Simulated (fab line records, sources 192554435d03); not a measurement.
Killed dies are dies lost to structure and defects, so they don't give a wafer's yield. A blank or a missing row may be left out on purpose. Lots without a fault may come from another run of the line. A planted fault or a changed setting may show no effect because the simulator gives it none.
Chamber matching | flow n5_finfet | N5_SDB_ALD_29 on ald_sin-02: 4 sister chambers
The step deposits SiNx, target thk 30 nm, pulse time 1 s, ald cycles 600. 20 wafers are shown with their chamber, then 10 later ones without.

WAFERS WITH THEIR CHAMBER
wafer  | chamber | heater_power_w (W) | precursor_pulse_height_rel
L075.2 | 0       | 830                | 1.006
L075.3 | 1       | 869                | 1.001
L075.4 | 3       | 833                | 1.010
L081.3 | 0       | 833                | 0.996
L081.5 | 2       | 784                | 1.008
L081.6 | 3       | 831                | 0.985
L082.2 | 3       | 821                | 0.972
L082.3 | 1       | 815                | 1.016
L082.6 | 2       | 760                | 1.005
L085.1 | 0       | 862                | 1.025
L085.2 | 1       | 843                | 1.011
L085.3 | 2       | 767                | 1.000
L085.4 | 3       | 816                | 1.027
L085.5 | 2       | 781                | 0.968
L085.6 | 1       | 865                | 1.018
L088.2 | 3       | 834                | 0.993
L088.3 | 0       | 868                | 0.984
L088.6 | 0       | 846                | 0.966
L091.1 | 0       | 855                | 0.975
L091.2 | 1       | 857                | 0.979

SIGNATURES (means of the wafers above)
reading                    | chamber 0 | chamber 1 | chamber 2 | chamber 3 | scatter within a chamber
heater_power_w             | 849.00    | 849.80    | 773.00    | 827.00    | 15.3
precursor_pulse_height_rel | 0.99200   | 1.00500   | 0.99525   | 0.99740   | 0.0197
Rule: a wafer's distance from a chamber is the root of the sum, over the readings, of the square of ((its reading less the chamber's mean) divided by the reading's scatter). The wafer belongs to the nearest chamber; if the next one is less than 2 further off, it can't be placed. The scatter: the root of (the sum of the squares of (reading less its chamber's mean) over the shown wafers, divided by (wafers less chambers)).

WAFERS WITHOUT THEIR CHAMBER
wafer  | heater_power_w (W) | precursor_pulse_height_rel
L091.3 | 832                | 0.998
L091.4 | 761                | 0.992
L091.5 | 854                | 0.976
L091.6 | 867                | 0.991
L094.1 | 873                | 0.966
L094.5 | 757                | 0.989
L094.6 | 868                | 0.980
L097.1 | 764                | 1.042
L097.2 | 842                | 0.981
L097.4 | 838                | 1.018

WHICH CHAMBER EACH WENT THROUGH
wafer  | from the rows above          | in truth
L091.3 | can't be placed: 3 or 0 or 1 | 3
L091.4 | 2                            | 2
L091.5 | can't be placed: 0 or 1 or 3 | 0
L091.6 | can't be placed: 0 or 1 or 3 | 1
L094.1 | can't be placed: 0 or 1 or 3 | 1
L094.5 | 2                            | 2
L094.6 | can't be placed: 0 or 1 or 3 | 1
L097.1 | 2                            | 2
L097.2 | can't be placed: 0 or 3 or 1 | 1
L097.4 | can't be placed: 1 or 3 or 0 | 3
Placed correctly: 3 of 10. Can't be placed from these rows: 7 (the true chamber is among the candidates in 7). Placed wrongly: 0.
